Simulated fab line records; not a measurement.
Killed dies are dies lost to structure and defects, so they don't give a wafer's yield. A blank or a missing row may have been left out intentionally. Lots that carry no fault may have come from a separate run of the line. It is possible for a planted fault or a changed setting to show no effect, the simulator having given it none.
Lot-split experiment | flow n5_finfet | 39 wafers read from 7 lots, route of 1938 steps

== ABOUT THE SPLIT ==
At N5_BEOL_M5_ETCH_62 (etches SOC in N2/H2, target depth 75 nm, overetch 15 nm, time 112.5 s), the setting target_depth_a was moved away from the recipe's 750 angstrom on 18 of the 39 wafers read, by -58.3% to +41.7%. The other wafers ran this setting at the recipe's value.

== FROM THE SPLIT TO THE READING: what the file shows between them, 7 steps ==
- N5_BEOL_M5_STRIP_63: strips in N2/H2
- N5_BEOL_M5_STRIP_73: strips in N2/H2
- N5_BEOL_M5_STRIP_64: strips in CF4
- N5_BEOL_M5_HM_OPEN_17: chemistry Cl2/BCl3, target TiN, target depth 20 nm, overetch 6 nm
- N5_BEOL_M5_STRIP_19: strips in O2
- N5_BEOL_M5_STRIP_85: strips in C4F6/O2
- N5_BEOL_M5_STRIP_36: strips in N2/H2

== THE READING ==
BEOL_M5.cd_nm (the simulator's own value, which no gauge read), in nm, at N5_BEOL_M5_TRENCH_ETCH_37 (etches SiCOH lowk in C4F6/O2, target depth 71.652 nm, time 24.7 s). The file gives no usual value for it. Here, 21 wafers ran the recipe; their average is 28.0 nm with a standard deviation of 0.22 nm.

wafer  | tool, chamber at the split | target_depth_a as run, angstrom | against the recipe | BEOL_M5.cd_nm, nm | against lot-mates on the recipe
L074.1 | rie_diel-05, 1             | 750                             | recipe             | 28                | -
L074.6 | rie_diel-05, 1             | 750                             | recipe             | 28                | -
L074.5 | rie_diel-05, 2             | 750                             | recipe             | 28.2              | -
L076.1 | rie_diel-06, 3             | 1048                            | +39.7%             | 29.2              | +0.9
L076.6 | rie_diel-06, 3             | 1048                            | +39.7%             | 29.2              | +0.9
L076.2 | rie_diel-06, 0             | 750                             | recipe             | 28.6              | -
L076.3 | rie_diel-06, 2             | 750                             | recipe             | 28.2              | -
L076.4 | rie_diel-06, 2             | 750                             | recipe             | 28                | -
L076.5 | rie_diel-06, 0             | 1048                            | +39.7%             | 29                | +0.7
L079.1 | rie_diel-04, 2             | 750                             | recipe             | 28                | -
L079.6 | rie_diel-04, 0             | 750                             | recipe             | 28                | -
L079.2 | rie_diel-04, 0             | 1063                            | +41.7%             | 29                | +0.9
L079.3 | rie_diel-04, 3             | 1063                            | +41.7%             | 29                | +0.9
L079.4 | rie_diel-04, 1             | 750                             | recipe             | 28.2              | -
L079.5 | rie_diel-04, 3             | 1063                            | +41.7%             | 29.2              | +1.1
L081.1 | rie_diel-06, 2             | 460.4                           | -38.6%             | 27.4              | -0.4
L081.2 | rie_diel-06, 3             | 460.4                           | -38.6%             | 27.2              | -0.6
L081.6 | rie_diel-06, 2             | 460.4                           | -38.6%             | 27.2              | -0.6
L081.3 | rie_diel-06, 1             | 750                             | recipe             | 27.8              | -
L081.4 | rie_diel-06, 0             | 750                             | recipe             | 27.8              | -
L081.5 | rie_diel-06, 1             | 750                             | recipe             | 27.8              | -
L089.1 | rie_diel-04, 0             | 328.2                           | -56.2%             | 27.2              | -1.0
L089.3 | rie_diel-04, 2             | 328.2                           | -56.2%             | 27.2              | -1.0
L089.2 | rie_diel-04, 3             | 328.2                           | -56.2%             | 27.4              | -0.8
L089.4 | rie_diel-04, 2             | 750                             | recipe             | 28.2              | -
L089.5 | rie_diel-04, 3             | 750                             | recipe             | 28.2              | -
L089.6 | rie_diel-04, 0             | 750                             | recipe             | 28.2              | -
L090.1 | rie_diel-04, 0             | 355                             | -52.7%             | 27                | -1.1
L090.4 | rie_diel-04, 0             | 355                             | -52.7%             | 27                | -1.1
L090.6 | rie_diel-04, 3             | 355                             | -52.7%             | 27                | -1.1
L090.2 | rie_diel-04, 3             | 750                             | recipe             | 28.2              | -
L090.5 | rie_diel-04, 2             | 750                             | recipe             | 28.2              | -
L090.3 | rie_diel-04, 2             | 750                             | recipe             | 28                | -
L092.1 | rie_diel-05, 2             | 313                             | -58.3%             | 26.4              | -1.3
L092.2 | rie_diel-05, 0             | 313                             | -58.3%             | 26.4              | -1.3
L092.3 | rie_diel-05, 1             | 750                             | recipe             | 27.8              | -
L092.6 | rie_diel-05, 1             | 750                             | recipe             | 27.8              | -
L092.4 | rie_diel-05, 3             | 750                             | recipe             | 27.6              | -
L092.5 | rie_diel-05, 0             | 313                             | -58.3%             | 26.8              | -0.9

FIT RESULTS
A straight line over all 39 wafers: BEOL_M5.cd_nm changes by +0.0219 nm for each +1% of target_depth_a; r = +0.95; the points scatter about the line by 0.24 nm.
The same after taking each lot's own level away (the mean of its wafers on the recipe; 39 wafers): +0.0201 nm for each +1%; r = +0.97; scatter 0.15 nm.
According to that fit, moving target_depth_a by its largest amount changes the reading by 1.2 nm.
Measured against the standard deviation above, the lots' own levels, which go from 27.73 to 28.27 nm, span 2.4 times it.
Hence the lot-to-lot level has little effect on the slope; both slopes agree.
Check: -1.11 nm against its lot-mates is what the line predicts for one of the wafers moved furthest among these (-58.3%) when that wafer is left out of the fit. It came out at -1.33 nm against them.

== OTHER SPLITS APPLIED TO THESE WAFERS ==
These wafers also went through other splits before the reading. Each is held against what the fit with the lots' levels taken away leaves over:
other split on the same wafers         | wafers away from the commonest value | r with BEOL_M5.cd_nm (lot level and that fit taken away)
N5_FIN_SAQP_PECVD_06 time_s            | 6                                    | -0.08
N5_FIN_SAQP_ETCH_65 time_s             | 15                                   | +0.16
N5_HKMG_FIN_DEVELOP_11 develop_time_s  | 12                                   | +0.12
N5_MOL_CONTACT_COAG_ALD_131 ald_cycles | 12                                   | -0.21

== THE WHOLE CHAIN: every reading that the file lists as answering this split, in the file's order ==
step                      | what it does                                                          | reading                                                                          | change (the file's fit)                                                              | r (the file's)
N5_BEOL_M5_ETCH_62        | etches SOC in N2/H2, target depth 75 nm, overetch 15 nm, time 112.5 s | etch.depth_nm (the simulator's own value, which no gauge read)                   | not straight: 44.91 at the lowest setting, 59.93 at the recipe, 59.99 at the highest | not given
N5_BEOL_M5_ETCH_62        | etches SOC in N2/H2, target depth 75 nm, overetch 15 nm, time 112.5 s | SiARC_of_BEOL_M5_COAT_60.thk_nm (the simulator's own value, which no gauge read) | -0.0426 nm for each +1% of the setting                                               | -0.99
N5_BEOL_M5_ETCH_62        | etches SOC in N2/H2, target depth 75 nm, overetch 15 nm, time 112.5 s | BEOL_M5.cd_nm (the simulator's own value, which no gauge read)                   | +0.0189 nm for each +1% of the setting                                               | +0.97
N5_BEOL_M5_HM_OPEN_17     | chemistry Cl2/BCl3, target TiN, target depth 20 nm, overetch 6 nm     | BEOL_M5.cd_nm (the simulator's own value, which no gauge read)                   | +0.0182 nm for each +1% of the setting                                               | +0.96
N5_BEOL_M5_TRENCH_ETCH_37 | etches SiCOH lowk in C4F6/O2, target depth 71.652 nm, time 24.7 s     | BEOL_M5.cd_nm (the simulator's own value, which no gauge read)                   | +0.0197 nm for each +1% of the setting                                               | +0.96

== FILE'S OWN FIT ==
BEOL_M5.cd_nm changes by +0.0197 nm for each +1% of target_depth_a, r = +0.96.
